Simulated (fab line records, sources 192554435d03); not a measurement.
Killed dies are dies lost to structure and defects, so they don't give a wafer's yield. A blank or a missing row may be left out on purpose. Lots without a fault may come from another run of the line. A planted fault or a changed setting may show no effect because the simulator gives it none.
Problem report in the 8D (eight disciplines) form, filled by code | flow n5_finfet | the parts of the form that need people (team, actions taken, sign-off) are left out

1. THE PROBLEM
cathode_dc_power_W at N5_BEOL_M15_SPUTTER_44 reads a mean of 15883 W on 2 wafers of 1 lot; wafers without a fault read 15000 W with a standard deviation of 2.8. That is +99 or more standard deviations from the usual mean.
The step: material Ta, target thk 15 nm, time 24.19 s.
First seen on wafer L355.3, day 14 17:23, on pvd_sputter-02. The record holds 15 wafers of 5 lots with a number at this step. Rule for "out", or "out of limits": more than 4 standard deviations from the usual mean. The other wafers with a number count as sound.

2. WHAT IT IS AND WHAT IT IS NOT
question                    | is                 | is not
which readings at this step | cathode_dc_power_W | chamber_pressure_pa, susceptor_temp_C, throttle_valve_pct
which lots                  | L355               | L345, L361, L363, L365
which wafers of those lots  | L355.3, L355.6     | L355.4
read on which tools         | pvd_sputter-02     | pvd_sputter-01, pvd_sputter-03
when                        | from day 14 17:23  | up to then (4 sound wafers); but 9 sound wafers of L361, L363, L365 came after

3. SUSPECTS, AND WHAT RULES EACH OUT
Counting: a tool at a process step up to the reading stays a suspect if it ran every lot that is out. Sound lots after the first of them don't rule it out here, since some wafers of a struck lot are sound.
- rie_diel-03 at N5_BEOL_M15_TRENCH_ETCH_34 (etches SiO2 in C4F8/O2/Ar, target depth 872.93 nm, time 199 s): kept. It ran the lot that is out, L355 (day 14 13:38); its last sound lot up to then is L345 (day 12 12:44).
- rie_diel-02 at N5_BEOL_M15_STRIP_36 (strips in O2): kept. It ran the lot that is out, L355 (day 14 16:42).
- pvd_sputter-02 at N5_BEOL_M15_DEGAS_41 (time 60 s): kept. It ran the lot that is out, L355 (day 14 17:14); its last sound lot up to then is L345 (day 12 15:08).
- pvd_sputter-02 at N5_BEOL_M15_SPUTTER_43 (material TaN, target thk 15 nm, time 24.19 s): kept. It ran the lot that is out, L355 (day 14 17:19); its last sound lot up to then is L345 (day 12 15:13).
- pvd_sputter-02 at N5_BEOL_M15_SPUTTER_44 (material Ta, target thk 15 nm, time 24.19 s): kept. It ran the lot that is out, L355 (day 14 17:23); its last sound lot up to then is L345 (day 12 15:17). Its own readings are out on those wafers: cathode_dc_power_W.
- Within rie_diel-03 at N5_BEOL_M15_TRENCH_ETCH_34: the wafers that are out ran in chambers 0, 2; their sound lot-mates ran in chamber 3.
- Within rie_diel-02 at N5_BEOL_M15_STRIP_36: the wafers that are out ran in chambers 2, 3; their sound lot-mates ran in chamber 1.
Left after counting: rie_diel-03 at N5_BEOL_M15_TRENCH_ETCH_34, rie_diel-02 at N5_BEOL_M15_STRIP_36, pvd_sputter-02 at N5_BEOL_M15_DEGAS_41, pvd_sputter-02 at N5_BEOL_M15_SPUTTER_43, pvd_sputter-02 at N5_BEOL_M15_SPUTTER_44.

4. THE CAUSE (what the simulator had put in)
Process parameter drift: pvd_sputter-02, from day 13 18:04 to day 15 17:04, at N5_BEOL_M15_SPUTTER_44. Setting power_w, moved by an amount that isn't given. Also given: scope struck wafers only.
Counting left 5 suspects, and this tool is among them.

5. THE CHAIN OF EFFECTS, in route order
Each row: a reading whose mean over the struck wafers that have a number lies more than 3 standard deviations from the usual. Only readings for which the record gives a usual standard deviation are gone through. hours: the time from each lot's start at the first step in this table that gives one to its start at this step, as a median over the lots. sigmas: the change in usual standard deviations.
hours | step                   | reading            | usual   | on struck wafers | change | sigmas
0     | N5_BEOL_M15_SPUTTER_44 | cathode_dc_power_W | 15000 W | 15883            | +883   | +99 or more
The process steps in it:
- N5_BEOL_M15_SPUTTER_44: material Ta, target thk 15 nm, time 24.19 s.

6. WHAT WOULD HAVE CAUGHT IT SOONER
In this record the first reading out of limits was taken at day 14 17:23, 23 hours after the fault began at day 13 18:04.
